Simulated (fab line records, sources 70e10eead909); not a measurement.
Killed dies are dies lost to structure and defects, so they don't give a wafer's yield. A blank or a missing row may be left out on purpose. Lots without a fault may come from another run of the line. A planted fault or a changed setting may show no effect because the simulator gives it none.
Chamber matching | flow nand_harc | NHARC_A_BLC_ALD_23 on ald_metal-04: 4 sister chambers
The step deposits TiN, target thk 3 nm, pulse time 1 s, ald cycles 150. 14 wafers are shown with their chamber, then 7 later ones without.

WAFERS WITH THEIR CHAMBER
wafer  | chamber | heater_power_w (W) | precursor_pulse_height_rel
L077.2 | 1       | 1024               | 0.999
L077.5 | 1       | 1005               | 0.991
L077.6 | 0       | 1040               | 0.970
L076.1 | 2       | 1043               | 1.018
L076.2 | 0       | 1044               | 0.997
L076.3 | 1       | 1026               | 1.006
L076.4 | 3       | 1224               | 1.011
L076.5 | 2       | 1023               | 0.982
L076.6 | 3       | 1234               | 1.030
L078.1 | 2       | 1025               | 1.013
L078.3 | 0       | 1041               | 0.940
L078.5 | 1       | 1009               | 1.007
L083.2 | 3       | 1261               | 0.990
L083.4 | 2       | 1043               | 0.985

SIGNATURES (means of the wafers above)
reading                    | chamber 0 | chamber 1 | chamber 2 | chamber 3 | scatter within a chamber
heater_power_w             | 1041.67   | 1016.00   | 1033.50   | 1239.67   | 12
precursor_pulse_height_rel | 0.96900   | 1.00075   | 0.99950   | 1.01033   | 0.0191
Rule: a wafer's distance from a chamber is the root of the sum, over the readings, of the square of ((its reading less the chamber's mean) divided by the reading's scatter). The wafer belongs to the nearest chamber; if the next one is less than 2 further off, it can't be placed. The scatter: the root of (the sum of the squares of (reading less its chamber's mean) over the shown wafers, divided by (wafers less chambers)).

WAFERS WITHOUT THEIR CHAMBER
wafer  | heater_power_w (W) | precursor_pulse_height_rel
L083.6 | 1232               | 0.980
L092.4 | 1064               | 1.014
L092.5 | 972                | 0.969
L092.6 | 1062               | 0.983
L094.1 | 958                | 1.008
L094.4 | 1058               | 0.984
L094.5 | 1051               | 1.035

WHICH CHAMBER EACH WENT THROUGH
wafer  | from the rows above          | in truth
L083.6 | 3                            | 3
L092.4 | can't be placed: 2 or 0 or 1 | 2
L092.5 | can't be placed: 1 or 2 or 0 | 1
L092.6 | can't be placed: 0 or 2      | 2
L094.1 | can't be placed: 1 or 2      | 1
L094.4 | can't be placed: 0 or 2      | 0
L094.5 | can't be placed: 2 or 1 or 0 | 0
Placed correctly: 1 of 7. Can't be placed from these rows: 6 (the true chamber is among the candidates in 6). Placed wrongly: 0.
